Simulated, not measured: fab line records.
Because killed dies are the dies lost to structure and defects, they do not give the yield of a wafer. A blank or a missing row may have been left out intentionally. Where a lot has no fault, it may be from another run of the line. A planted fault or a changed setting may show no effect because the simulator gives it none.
What tool caused it? -- flow nandHarc -- 39 wafers from 13 lots sampled at 6 of the route's 1302 steps

WHAT EACH GAUGE READ, for each wafer
NHARC_A_CHANNEL_FILL_D1_INSPECT_13.
lot,measured,on,rawDefectCount
L814,day 10 19:17,defectInspect-02,241 377 314
L815,day 11 12:11,defectInspect-02,419 211 289
L816,day 11 12:11,defectInspect-01,242 192 284
L817,day 12 00:47,defectInspect-01,324 298 337
L818,day 12 11:07,defectInspect-02,364 347 213
L820,day 13 14:14,defectInspect-02,583 321 394
L822,day 13 21:28,defectInspect-01,300 259 227
L821,day 13 21:28,defectInspect-02,273 196 220
L824,day 15 04:49,defectInspect-01,317 286 342
L826,day 15 13:26,defectInspect-01,739 536 470
L827,day 16 14:56,defectInspect-02,265 210 99
L835,day 19 08:49,defectInspect-01,449 314 439
L837,day 20 03:57,defectInspect-02,719 272 236

NHARC_A_ONON_D2_THK_MEAS_18: measures by ellipsometry.
lot,measured,on,thkNm (nm)
L814,day 12 18:58,filmMetro-02,1000 1000 1001
L815,day 13 13:52,filmMetro-01,994 994 994
L816,day 13 13:52,filmMetro-02,1003 1004 1005
L817,day 14 00:19,filmMetro-02,1000 1000 999
L818,day 14 13:49,filmMetro-02,999 999 998
L820,day 15 09:28,filmMetro-02,1020 1021 1019
L822,day 15 15:55,filmMetro-01,994 995 995
L821,day 15 15:55,filmMetro-02,995 997 996
L824,day 17 01:47,filmMetro-01,1001 1000 1001
L826,day 17 06:43,filmMetro-02,1002 1006 1003
L827,day 18 17:53,filmMetro-02,1023 1025 1025
L835,day 21 07:02,filmMetro-01,1496 1496 1494
L837,day 22 10:20,filmMetro-01,1512 1510 1510

NHARC_END_SORT_01.
lot,measured,on,killedAtArray,killedAtOther,killedAtPeriphery,killedDies,killedOpen,killedShort
L835,day 33 04:34,prober-02,671 676 672,1 0 0,5 1 5,677 677 677,3 3 3,5 1 4
L837,day 33 20:29,prober-01,672 672 675,4 3 0,1 2 2,677 677 677,2 3 2,5 3 4

EACH LOT AND THE TOOL THAT RAN IT (in order: tool; ch and the chambers of the sampled wafers; start)
lot,NHARC_A_DECK1_JOINT_CMP_02,NHARC_A_ONON_D2_DEP_16,NHARC_A_CHANNEL_HOLE_D2_DEP_00
L814,"cmp-04 ch 0,1,3, day 12 06:20","pecvdOnon-04 ch 0, day 12 18:34","aclDep-02 ch 0, day 12 22:29"
L815,"cmp-02 ch 0,1, day 13 02:56","pecvdOnon-02 ch 0, day 13 13:25","aclDep-02 ch 0, day 13 17:02"
L816,"cmp-04 ch 1,3, day 13 02:56","pecvdOnon-04 ch 0, day 13 13:25","aclDep-01 ch 0, day 13 17:02"
L817,"cmp-02 ch 1,2, day 13 12:56","pecvdOnon-02 ch 0, day 13 23:52","aclDep-03 ch 0, day 14 04:56"
L818,"cmp-02 ch 1,2,3, day 14 02:52","pecvdOnon-04 ch 0, day 14 13:18","aclDep-03 ch 0, day 14 18:46"
L820,"cmp-01 ch 1,2,3, day 14 22:08","pecvdOnon-04 ch 0, day 15 08:58","aclDep-03 ch 0, day 15 12:22"
L822,"cmp-01 ch 0,1,3, day 15 05:02","pecvdOnon-04 ch 0, day 15 15:28","aclDep-02 ch 0, day 15 20:21"
L821,"cmp-04 ch 1,2, day 15 04:59","pecvdOnon-02 ch 0, day 15 15:24","aclDep-01 ch 0, day 15 20:35"
L824,"cmp-04 ch 1,2,3, day 16 14:14","pecvdOnon-04 ch 0, day 17 01:17","aclDep-03 ch 0, day 17 04:39"
L826,"cmp-04 ch 0,1,3, day 16 19:52","pecvdOnon-04 ch 0, day 17 06:16","aclDep-02 ch 0, day 17 12:22"
L827,"cmp-01 ch 1,2,3, day 18 06:52","pecvdOnon-04 ch 0, day 18 17:23","aclDep-01 ch 0, day 18 22:29"
L835,"cmp-04 ch 1,2, day 20 19:10","pecvdOnon-04 ch 0, day 21 06:32",-
L837,"cmp-04 ch 1,3, day 21 21:42","pecvdOnon-04 ch 0, day 22 09:56",-
- NHARC_A_DECK1_JOINT_CMP_02: polishes SiOx.
- NHARC_A_ONON_D2_DEP_16: target thk 1000 nm.
- NHARC_A_CHANNEL_HOLE_D2_DEP_00: deposits aC, target thk 3100 nm.

WHAT THE TOOLS THEMSELVES READ (means of the sampled wafers that have a number; where no wafer has one, the mark that the record gives instead)
NHARC_A_DECK1_JOINT_CMP_02.
lot,tool,motorCurrentA (A),slurryFilterDpKPa (kPa)
L814,cmp-04,11.8,13.49
L815,cmp-02,12.7,13.48
L816,cmp-04,12.3,13.47
L817,cmp-02,11.2,13.40
L818,cmp-02,11.1,13.45
L820,cmp-01,12.1,13.51
L822,cmp-01,12.6,13.54
L821,cmp-04,11.9,13.64
L824,cmp-04,12.0,13.37
L826,cmp-04,11.9,13.55
L827,cmp-01,11.6,13.35
L835,cmp-04,12.1,13.59
L837,cmp-04,12.3,13.63

NHARC_A_ONON_D2_DEP_16.
lot,tool,n2FlowSccm (sccm)
L814,pecvdOnon-04,2750
L815,pecvdOnon-02,2750
L816,pecvdOnon-04,2744
L817,pecvdOnon-02,2740
L818,pecvdOnon-04,2758
L820,pecvdOnon-04,2754
L822,pecvdOnon-04,2745
L821,pecvdOnon-02,2742
L824,pecvdOnon-04,2748
L826,pecvdOnon-04,2747
L827,pecvdOnon-04,2746
L835,pecvdOnon-04,2755
L837,pecvdOnon-04,2757

NHARC_A_CHANNEL_HOLE_D2_DEP_00.
lot,tool,throttleValvePct (%)
L814,aclDep-02,34.999
L815,aclDep-02,34.991
L816,aclDep-01,34.998
L817,aclDep-03,35.002
L818,aclDep-03,35.001
L820,aclDep-03,35.006
L822,aclDep-02,35.002
L821,aclDep-01,34.999
L824,aclDep-03,34.995
L826,aclDep-02,34.996
L827,aclDep-01,34.992

THE ANSWER, worked out from the rows above alone
Rule: usual is defined by the lots themselves. Put in order of their means at a reading, lots are off if they are a third of the lots or fewer, leave a main group of 4 or more, and stand apart from it by a gap of 3 or more times the standard deviation of the main group's means; of several such gaps the widest counts. A main group is skipped when, at the precision printed for the reading in the tables above, its means are all equal. Also off: a lot with no number at a reading for which 4 or more lots have one. Where the step has rows for the other lots, those lots are counted as sound. First the gauges in route order, then the tools' own readings, where a lot's mean is used as printed above. At the first step where some lot is off, the reading lying furthest off is the one used; lots without a number count as furthest.
Off, at NHARC_A_ONON_D2_THK_MEAS_18 on thkNm: L835, L837. For the main group the mean is 1003 nm and the standard deviation 9.5.
A tool fits if, at a process step before that reading, it ran every lot that is off, and no sound lot after the first of them. Those tools and the gauges at NHARC_A_ONON_D2_THK_MEAS_18 are tried in the same way. Can't be told from this: 3 tools fit, cmp-04 at NHARC_A_DECK1_JOINT_CMP_02, pecvdOnon-04 at NHARC_A_ONON_D2_DEP_16, filmMetro-01 at NHARC_A_ONON_D2_THK_MEAS_18.

WHAT THE SIMULATOR HAD INSERTED
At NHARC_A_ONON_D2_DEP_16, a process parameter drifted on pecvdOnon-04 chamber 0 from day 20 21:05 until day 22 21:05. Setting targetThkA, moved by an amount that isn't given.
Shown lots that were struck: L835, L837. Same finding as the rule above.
